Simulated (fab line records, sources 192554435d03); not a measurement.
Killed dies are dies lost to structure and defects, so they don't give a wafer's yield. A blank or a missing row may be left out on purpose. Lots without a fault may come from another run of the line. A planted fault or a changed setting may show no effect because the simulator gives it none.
Chamber matching | flow n5_finfet | N5_BEOL_M9_CURE_71 on uv_cure-01: 3 sister chambers
The step cures SiCOH lowk, time 240 s. 16 wafers are shown with their chamber, then 8 later ones without.

WAFERS WITH THEIR CHAMBER
wafer  | chamber | wafer_temp_C_max | lamp_power_pct (%)
L075.1 | 0       | 386.1            | 52.32
L075.2 | 0       | 386.0            | 52.31
L075.4 | 0       | 386.1            | 52.38
L080.1 | 2       | 386.2            | 52.32
L080.3 | 2       | 386.6            | 52.33
L080.4 | 2       | 386.2            | 52.37
L087.2 | 2       | 386.4            | 52.36
L087.3 | 2       | 386.4            | 52.36
L087.6 | 2       | 386.2            | 52.24
L090.1 | 0       | 386.1            | 52.35
L090.3 | 0       | 385.9            | 52.44
L090.5 | 0       | 385.8            | 52.38
L092.1 | 1       | 386.6            | 52.36
L092.3 | 1       | 387.8            | 52.32
L092.4 | 1       | 386.9            | 52.28
L095.1 | 0       | 385.9            | 52.31

SIGNATURES (means of the wafers above)
reading          | chamber 0 | chamber 1 | chamber 2 | scatter within a chamber
wafer_temp_C_max | 385.986   | 387.100   | 386.333   | 0.278
lamp_power_pct   | 52.3557   | 52.3200   | 52.3300   | 0.0469
Rule: a wafer's distance from a chamber is the root of the sum, over the readings, of the square of ((its reading less the chamber's mean) divided by the reading's scatter). The wafer belongs to the nearest chamber; if the next one is less than 2 further off, it can't be placed. The scatter: the root of (the sum of the squares of (reading less its chamber's mean) over the shown wafers, divided by (wafers less chambers)).

WAFERS WITHOUT THEIR CHAMBER
wafer  | wafer_temp_C_max | lamp_power_pct (%)
L095.2 | 385.7            | 52.29
L095.4 | 385.9            | 52.33
L097.2 | 386.7            | 52.28
L097.4 | 385.8            | 52.35
L097.5 | 386.1            | 52.25
L096.4 | 387.4            | 52.33
L096.5 | 387.1            | 52.26
L096.6 | 386.4            | 52.33

WHICH CHAMBER EACH WENT THROUGH
wafer  | from the rows above          | in truth
L095.2 | can't be placed: 0 or 2      | 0
L095.4 | can't be placed: 0 or 2      | 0
L097.2 | can't be placed: 1 or 2 or 0 | 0
L097.4 | can't be placed: 0 or 2      | 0
L097.5 | can't be placed: 2 or 0 or 1 | 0
L096.4 | 1                            | 1
L096.5 | can't be placed: 1 or 2      | 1
L096.6 | can't be placed: 2 or 0      | 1
Placed correctly: 1 of 8. Can't be placed from these rows: 7 (the true chamber is among the candidates in 6). Placed wrongly: 0.
